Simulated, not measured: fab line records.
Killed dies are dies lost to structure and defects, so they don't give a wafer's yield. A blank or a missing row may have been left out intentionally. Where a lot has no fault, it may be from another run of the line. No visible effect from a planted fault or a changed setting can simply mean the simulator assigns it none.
Which tool did it? | flow n5_finfet | 26 wafers from 9 lots sampled at 3 of the route's 1938 steps

WHAT THE GAUGES SHOWED, per wafer
N5_WELL_APT_CD_MEAS_25 targets a cd of 200 nm.
lot  | measured    | on        | cd_nm (nm)
L703 | day 1 14:56 | cd_sem-02 | 200.5 200.3 200.5
L705 | day 2 03:10 | cd_sem-03 | 201.3 201.0 202.4
L706 | day 2 08:55 | cd_sem-02 | 198.4 203.3 199.4
L714 | day 4 08:58 | cd_sem-03 | 198.8 206.0 180.2
L717 | day 5 02:59 | cd_sem-02 | 198.3 198.4 200.9
L721 | day 6 03:14 | cd_sem-02 | 202.5 204.4 203.0
L724 | day 6 20:58 | cd_sem-01 | 200.8 199.5
L725 | day 7 03:07 | cd_sem-01 | 201.2 201.0 201.7
L726 | day 7 08:58 | cd_sem-03 | 196.9 199.9 202.9

TOOL THAT RAN EACH LOT (tool first, then ch and the chambers of the sampled wafers, then the start)
lot  | N5_ZERO_LAYER_ETCH_18           | N5_WELL_APT_EXPOSE_22
L703 | rie_si-02 ch 0,1,2, day 1 12:56 | krf_scanner-01 ch 0, day 1 14:47
L705 | rie_si-02 ch 1,2, day 2 00:56   | krf_scanner-02 ch 0, day 2 03:00
L706 | rie_si-02 ch 0,3, day 2 06:55   | krf_scanner-02 ch 0, day 2 08:45
L714 | rie_si-03 ch 0,2,3, day 4 06:49 | krf_scanner-02 ch 0, day 4 08:49
L717 | rie_si-05 ch 1,2, day 5 00:55   | krf_scanner-01 ch 0, day 5 02:49
L721 | rie_si-05 ch 2,3, day 6 01:03   | krf_scanner-01 ch 0, day 6 03:04
L724 | rie_si-02 ch 1,3, day 6 18:49   | krf_scanner-01 ch 0, day 6 20:47
L725 | rie_si-02 ch 0,2,3, day 7 00:47 | krf_scanner-02 ch 0, day 7 02:56
L726 | rie_si-03 ch 0,1,3, day 7 06:56 | krf_scanner-02 ch 0, day 7 08:47
- N5_ZERO_LAYER_ETCH_18: etches Si in HBr/Cl2, target depth 120 nm, time 40 s.
- N5_WELL_APT_EXPOSE_22: exposes mask PWELL, defocus 0 nm, target cd 200 nm.

THE ANSWER, worked out from the rows above alone
Rule: the usual values come from the lots themselves. The widest of any qualifying gaps counts: lots, ordered by their means at a reading, are off when they make up no more than a third of the lots, leave a main group of 4 or more, and stand apart from it by 3 or more times the standard deviation of that group's means. A main group whose means are all the same, to the digits that the tables above print for the reading, isn't used. Also off: a lot with no number at a reading for which 4 or more lots have one. Any other lot the step has rows for is counted as sound.
Off: L714 (N5_WELL_APT_CD_MEAS_25, cd_nm). The main group has a mean of 200.8 nm with a standard deviation of 1.2.
If a tool, at a process step before that reading, ran all the lots that are off and no sound lot after the first of them, it fits. Those tools and the gauges at N5_WELL_APT_CD_MEAS_25 are tried in the same way. Not one of the candidates tried fits.

WHAT HAD BEEN PUT IN BY THE SIMULATOR
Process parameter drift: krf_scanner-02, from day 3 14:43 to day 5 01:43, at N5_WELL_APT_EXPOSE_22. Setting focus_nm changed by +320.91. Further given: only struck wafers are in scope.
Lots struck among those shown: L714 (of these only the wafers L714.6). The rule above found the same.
